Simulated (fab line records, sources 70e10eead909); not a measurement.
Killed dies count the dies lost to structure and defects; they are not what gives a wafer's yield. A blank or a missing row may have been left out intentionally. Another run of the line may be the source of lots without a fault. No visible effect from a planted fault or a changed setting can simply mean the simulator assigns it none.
Which of the tools did it? | flow nand_harc | 24 wafers from 8 lots sampled at 9 of the route's 1302 steps

## WHAT THE GAUGES SHOWED, per wafer
NHARC_A_ONON_D1_THK_MEAS_05: measures by ellipsometry. Usual: 1001 nm for thk_nm, sd 8.4.
lot  | measured     | on            | thk_nm (nm)    | flag
L133 | day 7 20:23  | film_metro-01 | 988 988 987    |
L136 | day 8 18:23  | film_metro-01 | 1009 1010 1009 |
L139 | day 9 20:44  | film_metro-02 | 985 984 985    |
L150 | day 14 13:59 | film_metro-02 | 1013 1013 1014 |
L149 | day 14 14:08 | film_metro-02 | 981 982 982    |
L152 | day 15 16:32 | film_metro-02 | 1011 1014 1012 |
L154 | day 16 04:55 | film_metro-01 | 1002 1000 1003 |
L156 | day 17 05:44 | film_metro-02 | 999 999 998    |

NHARC_A_CHANNEL_HOLE_D1_CD_MEAS_10: the cd target is 100 nm. Usual: 100.0 nm for cd_nm, sd 0.49.
lot  | measured     | on        | cd_nm (nm)        | flag
L133 | day 8 11:47  | cd_sem-02 | 100.4 99.6 99.4   |
L136 | day 9 15:56  | cd_sem-03 | 101.0 100.2 100.0 |
L139 | day 10 13:41 | cd_sem-02 | 100.3 99.3 99.4   |
L150 | day 15 05:02 | cd_sem-02 | 99.9 100.5 99.5   |
L149 | day 15 05:12 | cd_sem-01 | 99.5 100.1 99.4   |
L152 | day 16 07:20 | cd_sem-03 | 110.9 110.3 110.1 | OFF
L154 | day 16 22:37 | cd_sem-03 | 109.1 109.3 108.6 | OFF
L156 | day 17 22:41 | cd_sem-02 | 101.2 100.9 101.0 |

NHARC_A_CHANNEL_HOLE_D1_CD_MEAS_30. Usual: 89.9 nm for cd_nm, sd 1.2.
lot  | measured     | on        | cd_nm (nm)        | flag
L133 | day 8 18:40  | cd_sem-02 | 89.7 88.9 89.2    |
L136 | day 9 23:20  | cd_sem-03 | 90.9 87.4 88.9    |
L139 | day 10 20:34 | cd_sem-02 | 89.8 89.0 89.4    |
L150 | day 15 12:04 | cd_sem-02 | 90.9 91.1 89.5    |
L149 | day 15 12:26 | cd_sem-01 | 90.1 91.9 90.2    |
L152 | day 16 14:13 | cd_sem-02 | 101.2 100.6 100.3 | OFF
L154 | day 17 08:47 | cd_sem-01 | 99.6 100.2 98.7   | OFF
L156 | day 18 05:44 | cd_sem-02 | 92.1 91.9 90.7    |

NHARC_END_WLT_00. Usual: VT_DECK1_BOTTOM 0.869, standard deviation 0.0077; VT_DECK1_BOTTOM_INNER 0.870, standard deviation 0.0076; VT_DECK1_MEDIAN_NEAR_BOTTOM 0.871, standard deviation 0.0079; VT_DECK1_MEDIAN_NEAR_BOTTOM_INNER 0.871, standard deviation 0.0075; VT_DECK1_MIDDLE 0.882, standard deviation 0.0066; VT_DECK1_MIDDLE_INNER 0.883, standard deviation 0.0069; VT_DECK1_TOP 0.893, standard deviation 0.0065; VT_DECK1_TOP_INNER 0.894, standard deviation 0.0065; VT_DECK2_BOTTOM 0.868, standard deviation 0.0067; VT_DECK2_BOTTOM_INNER 0.868, standard deviation 0.0076; VT_DECK2_MEDIAN_NEAR_BOTTOM 0.870, standard deviation 0.0075; VT_DECK2_MEDIAN_NEAR_BOTTOM_INNER 0.871, standard deviation 0.0074; VT_DECK2_MIDDLE 0.881, standard deviation 0.0063; VT_DECK2_MIDDLE_INNER 0.882, standard deviation 0.0064; VT_DECK2_TOP 0.892, standard deviation 0.0067; VT_DECK2_TOP_INNER 0.893, standard deviation 0.0071.
lot  | measured     | on        | VT_DECK1_BOTTOM   | VT_DECK1_BOTTOM_INNER | VT_DECK1_MEDIAN_NEAR_BOTTOM | VT_DECK1_MEDIAN_NEAR_BOTTOM_INNER | VT_DECK1_MIDDLE   | VT_DECK1_MIDDLE_INNER | VT_DECK1_TOP      | VT_DECK1_TOP_INNER | VT_DECK2_BOTTOM   | VT_DECK2_BOTTOM_INNER | VT_DECK2_MEDIAN_NEAR_BOTTOM | VT_DECK2_MEDIAN_NEAR_BOTTOM_INNER | VT_DECK2_MIDDLE   | VT_DECK2_MIDDLE_INNER | VT_DECK2_TOP      | VT_DECK2_TOP_INNER | flag
L133 | day 24 15:22 | prober-01 | 0.865 0.858 0.866 | 0.868 0.867 0.859     | 0.868 0.863 0.857           | 0.864 0.867 0.862                 | 0.884 0.872 0.874 | 0.882 0.878 0.866     | 0.888 0.883 0.888 | 0.890 0.885 0.883  | 0.860 0.867 0.870 | 0.858 0.866 0.874     | 0.866 0.871 0.872           | 0.862 0.866 0.876                 | 0.882 0.889 0.887 | 0.880 0.890 0.888     | 0.895 0.898 0.892 | 0.899 0.902 0.896  |
L136 | day 25 22:46 | prober-02 | 0.876 0.868 0.875 | 0.869 0.865 0.870     | 0.883 0.865 0.875           | 0.880 0.875 0.868                 | 0.894 0.888 0.884 | 0.895 0.875 0.892     | 0.904 0.898 0.899 | 0.902 0.896 0.899  | 0.873 0.863 0.865 | 0.869 0.862 0.866     | 0.867 0.869 0.860           | 0.870 0.871 0.881                 | 0.888 0.888 0.885 | 0.881 0.883 0.877     | 0.896 0.895 0.895 | 0.886 0.888 0.898  |
L139 | day 27 17:46 | prober-02 | 0.864 0.863 0.855 | 0.866 0.866 0.871     | 0.872 0.867 0.868           | 0.866 0.864 0.864                 | 0.889 0.874 0.876 | 0.887 0.893 0.874     | 0.896 0.895 0.894 | 0.898 0.895 0.893  | 0.869 0.859 0.853 | 0.864 0.857 0.855     | 0.871 0.858 0.861           | 0.873 0.861 0.854                 | 0.880 0.877 0.878 | 0.874 0.877 0.867     | 0.883 0.881 0.879 | 0.886 0.892 0.881  |
L150 | day 30 07:28 | prober-01 | 0.875 0.878 0.869 | 0.868 0.877 0.864     | 0.877 0.873 0.869           | 0.873 0.874 0.873                 | 0.878 0.883 0.883 | 0.887 0.883 0.883     | 0.899 0.895 0.894 | 0.886 0.898 0.896  | 0.858 0.857 0.851 | 0.861 0.858 0.854     | 0.856 0.855 0.859           | 0.858 0.854 0.860                 | 0.867 0.870 0.874 | 0.876 0.877 0.871     | 0.891 0.879 0.876 | 0.879 0.884 0.875  |
L149 | day 30 15:08 | prober-01 | 0.858 0.876 0.865 | 0.871 0.876 0.868     | 0.870 0.881 0.878           | 0.871 0.870 0.870                 | 0.882 0.887 0.890 | 0.875 0.885 0.889     | 0.888 0.889 0.889 | 0.900 0.897 0.887  | 0.873 0.858 0.873 | 0.862 0.862 0.867     | 0.866 0.868 0.868           | 0.873 0.873 0.871                 | 0.883 0.873 0.885 | 0.885 0.872 0.888     | 0.894 0.887 0.890 | 0.887 0.883 0.885  |
L152 | day 31 17:47 | prober-02 | 0.903 0.912 0.903 | 0.914 0.902 0.906     | 0.907 0.917 0.898           | 0.905 0.902 0.908                 | 0.911 0.918 0.915 | 0.912 0.911 0.913     | 0.927 0.927 0.917 | 0.940 0.920 0.908  | 0.863 0.858 0.867 | 0.870 0.872 0.862     | 0.866 0.858 0.875           | 0.868 0.877 0.874                 | 0.877 0.876 0.889 | 0.882 0.885 0.879     | 0.894 0.897 0.893 | 0.899 0.892 0.901  | OFF
L154 | day 32 15:50 | prober-01 | 0.891 0.881 0.887 | 0.886 0.889 0.872     | 0.882 0.886 0.883           | 0.876 0.885 0.889                 | 0.898 0.894 0.891 | 0.889 0.895 0.892     | 0.903 0.902 0.904 | 0.905 0.903 0.908  | 0.860 0.872 0.868 | 0.859 0.870 0.862     | 0.862 0.867 0.856           | 0.868 0.874 0.864                 | 0.879 0.880 0.872 | 0.877 0.877 0.875     | 0.894 0.887 0.889 | 0.891 0.889 0.891  |
L156 | day 33 15:53 | prober-02 | 0.887 0.881 0.875 | 0.870 0.867 0.869     | 0.875 0.876 0.879           | 0.883 0.872 0.876                 | 0.890 0.888 0.882 | 0.888 0.888 0.888     | 0.894 0.900 0.899 | 0.901 0.900 0.896  | 0.875 0.884 0.874 | 0.870 0.881 0.877     | 0.872 0.878 0.880           | 0.872 0.882 0.877                 | 0.880 0.886 0.883 | 0.885 0.893 0.887     | 0.897 0.895 0.892 | 0.896 0.896 0.907  |

NHARC_END_SORT_01. Usual: killed_at_array 57, standard deviation 18; killed_at_other 0.9, standard deviation 1.3; killed_at_periphery 3.5, standard deviation 2.2; killed_dies 62, standard deviation 18; killed_open 3.0, standard deviation 1.7; killed_short 2.3, standard deviation 1.5.
lot  | measured     | on        | killed_at_array | killed_at_other | killed_at_periphery | killed_dies | killed_open | killed_short | flag
L152 | day 31 20:43 | prober-02 | 66 64 80        | 1 2 1           | 1 1 3               | 68 67 84    | 4 3 0       | 2 4 1        |
L154 | day 32 19:23 | prober-01 | 76 70           | 1 1             | 3 3                 | 80 74       | 2 4         | 5 2          |

## EACH LOT AND THE TOOL THAT RAN IT (in order: tool; ch and the chambers of the sampled wafers; start)
lot  | NHARC_A_CHANNEL_HOLE_D1_PEB_08    | NHARC_A_CHANNEL_HOLE_D1_DESCUM_15  | NHARC_A_CHANNEL_HOLE_D1_ETCH_44    | NHARC_A_CHANNEL_HOLE_D1_XSEM_31
L133 | litho_track-01 ch 0, day 8 11:42  | rie_diel-07 ch 1,2,3, day 8 11:59  | rie_diel-09 ch 1,2,3, day 8 17:53  | xsem-01 ch 0, day 8 18:45
L136 | litho_track-06 ch 0, day 9 15:51  | rie_diel-07 ch 0,1,2, day 9 16:07  | rie_diel-09 ch 0,2,3, day 9 22:34  | xsem-01 ch 0, day 9 23:26
L139 | litho_track-04 ch 0, day 10 13:36 | rie_diel-09 ch 1,3, day 10 13:52   | rie_diel-07 ch 0,1,3, day 10 19:46 | xsem-01 ch 0, day 10 20:39
L150 | litho_track-04 ch 0, day 15 04:58 | rie_diel-09 ch 0,1,2, day 15 05:15 | rie_diel-05 ch 1,3, day 15 11:13   | xsem-01 ch 0, day 15 12:08
L149 | litho_track-06 ch 0, day 15 05:07 | rie_diel-05 ch 1,2,3, day 15 05:24 | rie_diel-05 ch 0,1, day 15 11:39   | xsem-02 ch 0, day 15 12:32
L152 | litho_track-06 ch 0, day 16 07:15 | rie_diel-07 ch 0,1,2, day 16 07:31 | rie_diel-07 ch 0,2,3, day 16 13:26 | xsem-02 ch 0, day 16 14:19
L154 | litho_track-06 ch 0, day 16 22:32 | rie_diel-09 ch 1,2,3, day 16 22:47 | rie_diel-07 ch 1,2,3, day 17 07:58 | xsem-02 ch 0, day 17 08:52
L156 | litho_track-04 ch 0, day 17 22:37 | rie_diel-07 ch 1,2,3, day 17 22:53 | rie_diel-07 ch 0,1,2, day 18 04:49 | xsem-02 ch 0, day 18 05:50
- NHARC_A_CHANNEL_HOLE_D1_PEB_08: peb time 65 s.
- NHARC_A_CHANNEL_HOLE_D1_DESCUM_15: chemistry O2, time 3 s.
- NHARC_A_CHANNEL_HOLE_D1_ETCH_44: etches the open film in CF4/O2, target depth 140 nm, overetch 14 nm, time 77 s.
- NHARC_A_CHANNEL_HOLE_D1_XSEM_31

## WHAT THE TOOLS THEMSELVES READ (means of the sampled wafers that have a number; where no wafer has one, the mark that the record gives instead)
NHARC_A_CHANNEL_HOLE_D1_PEB_08. Usual: heater_power_total_W 156.6 W, standard deviation 0.41; plate_temp_C 100.02 C, standard deviation 0.12.
lot  | tool           | heater_power_total_W (W) | plate_temp_C (C) | flag
L133 | litho_track-01 | 156.6                    | 99.91            |
L136 | litho_track-06 | 156.4                    | 99.89            |
L139 | litho_track-04 | 156.5                    | 99.95            |
L150 | litho_track-04 | 156.5                    | 99.99            |
L149 | litho_track-06 | 156.4                    | 100.13           |
L152 | litho_track-06 | 165.1                    | 103.93           | OFF
L154 | litho_track-06 | 165.6                    | 104.07           | OFF
L156 | litho_track-04 | 156.3                    | 100.06           |

NHARC_A_CHANNEL_HOLE_D1_DESCUM_15. Usual: for drypump_motor_current_A, 5.9 A with a standard deviation of 0.42; for mfc_ar_sccm, 0.010 sccm with a standard deviation of 0.014; for o2_flow_sccm, 200.0 sccm with a standard deviation of 0.62; for oes_product_au, 1.000 a.u. with a standard deviation of 0.009; for rf_vpp_V, 57.9 V with a standard deviation of 0.93; for showerhead_plenum_p_Torr, 1.93 Torr with a standard deviation of 0.087; for throttle_valve_pct, 11.311 % with a standard deviation of 0.0089.
lot  | tool        | drypump_motor_current_A (A) | mfc_ar_sccm (sccm) | o2_flow_sccm (sccm) | oes_product_au (a.u.) | rf_vpp_V (V) | showerhead_plenum_p_Torr (Torr) | throttle_valve_pct (%) | flag
L133 | rie_diel-07 | 6.3                         | 0.006              | 199.8               | 0.998                 | 57.8         | 1.88                            | 11.304                 |
L136 | rie_diel-07 | 6.0                         | 0.019              | 200.0               | 0.990                 | 57.7         | 1.86                            | 11.310                 |
L139 | rie_diel-09 | 6.1                         | 0.000              | 200.5               | 0.997                 | 58.3         | 2.02                            | 11.306                 |
L150 | rie_diel-09 | 5.9                         | 0.000              | 199.8               | 0.994                 | 57.8         | 1.97                            | 11.315                 |
L149 | rie_diel-05 | 5.6                         | 0.004              | 200.1               | 1.004                 | 58.6         | 2.02                            | 11.307                 |
L152 | rie_diel-07 | 6.0                         | 0.019              | 200.1               | 0.990                 | 57.4         | 1.86                            | 11.311                 |
L154 | rie_diel-09 | 6.1                         | 0.000              | 199.8               | 1.003                 | 57.4         | 2.00                            | 11.318                 |
L156 | rie_diel-07 | 6.3                         | 0.006              | 200.1               | 0.999                 | 58.2         | 1.87                            | 11.310                 |

NHARC_A_CHANNEL_HOLE_D1_ETCH_44. Usual: drypump_motor_current_A 6.0 A, standard deviation 0.4; mfc_ar_sccm 0.011 sccm, standard deviation 0.015; o2_flow_sccm 20.00 sccm, standard deviation 0.057; oes_o_777_au 1.000 a.u., standard deviation 0.0047; oes_product_au 0.999 a.u., standard deviation 0.0084; rf_vpp_V 197.9 V, standard deviation 1.4; showerhead_plenum_p_Torr 1.34 Torr, standard deviation 0.056; throttle_valve_pct 13.397 %, standard deviation 0.0088.
lot  | tool        | drypump_motor_current_A (A) | mfc_ar_sccm (sccm) | o2_flow_sccm (sccm) | oes_o_777_au (a.u.) | oes_product_au (a.u.) | rf_vpp_V (V) | showerhead_plenum_p_Torr (Torr) | throttle_valve_pct (%) | flag
L133 | rie_diel-09 | 6.1                         | 0.000              | 20.02               | 1.002               | 0.991                 | 199.1        | 1.40                            | 13.398                 |
L136 | rie_diel-09 | 6.1                         | 0.000              | 20.00               | 1.000               | 1.000                 | 199.0        | 1.40                            | 13.395                 |
L139 | rie_diel-07 | 6.2                         | 0.019              | 19.97               | 1.001               | 0.997                 | 198.0        | 1.30                            | 13.403                 |
L150 | rie_diel-05 | 5.4                         | 0.004              | 20.00               | 1.002               | 0.995                 | 199.2        | 1.43                            | 13.397                 |
L149 | rie_diel-05 | 5.5                         | 0.020              | 20.02               | 1.001               | 1.009                 | 199.4        | 1.40                            | 13.405                 |
L152 | rie_diel-07 | 6.1                         | 0.013              | 19.98               | 0.997               | 1.001                 | 198.2        | 1.33                            | 13.394                 |
L154 | rie_diel-07 | 6.3                         | 0.006              | 20.04               | 1.006               | 1.001                 | 196.6        | 1.30                            | 13.397                 |
L156 | rie_diel-07 | 5.9                         | 0.019              | 20.02               | 1.003               | 0.993                 | 196.9        | 1.30                            | 13.410                 |

NHARC_A_CHANNEL_HOLE_D1_XSEM_31. Usual: bot_cd_nm 74.5 nm, standard deviation 1.3; bow_nm 8.50 nm, standard deviation 0.25; tilt_deg 0.07 degrees, standard deviation 0.051.
lot  | tool    | bot_cd_nm (nm) | bow_nm (nm) | tilt_deg (degrees) | flag
L133 | xsem-01 | 73.7           | 8.00        | 0.03               |
L136 | xsem-01 | 73.5           | 8.34        | 0.07               |
L139 | xsem-01 | 73.1           | 8.93        | 0.05               |
L150 | xsem-01 | 75.5           | 8.29        | 0.07               |
L149 | xsem-02 | 75.1           | 8.40        | 0.10               |
L152 | xsem-02 | 84.2           | 8.59        | 0.14               | OFF
L154 | xsem-02 | 83.9           | 8.67        | 0.10               | OFF
L156 | xsem-02 | 76.4           | 8.65        | 0.00               |

## THE ANSWER, worked out from the rows above alone
Rule: a lot counts as off when the mean over its wafers that have a number is more than 3 standard deviations away from the usual mean. A lot without any number at a reading at which 4 lots or more have one is off too. All remaining lots with rows at the step are treated as sound. After the gauges, taken in route order, come the tools' own readings; for these a lot's mean is taken, as printed above. The first step at which some lot is off is used, and at that step the reading that is off furthest; a lot without a number counts as furthest.
Off, at NHARC_A_CHANNEL_HOLE_D1_CD_MEAS_10 on cd_nm: L152, L154.
A tool fits if, at a process step before that reading, it ran every lot that is off, and no sound lot after the first of them. The gauges at NHARC_A_CHANNEL_HOLE_D1_CD_MEAS_10 aren't tried: what is off there is off at NHARC_A_CHANNEL_HOLE_D1_CD_MEAS_30 too, on other tools, and a gauge's error can't cause that. One candidate fits, namely litho_track-06 at NHARC_A_CHANNEL_HOLE_D1_PEB_08. A fault onset in the window from L149 (day 15 05:07, its last sound lot) to L152 (day 16 07:15, its first lot off) fits.
The tool's own readings at NHARC_A_CHANNEL_HOLE_D1_PEB_08 bear it out: on the lots that are off they differ by more than 5 times the standard deviation of the sound lots' means. heater_power_total_W reads 165.3 W there against 156.4 W on the sound lots; plate_temp_C reads 104.00 C there against 99.99 C on the sound lots.

## WHAT WAS PUT IN BY THE SIMULATOR
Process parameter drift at NHARC_A_CHANNEL_HOLE_D1_PEB_08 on litho_track-06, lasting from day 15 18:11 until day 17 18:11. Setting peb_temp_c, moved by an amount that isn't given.
Struck lots among those shown: L152, L154. Same finding as the rule above.
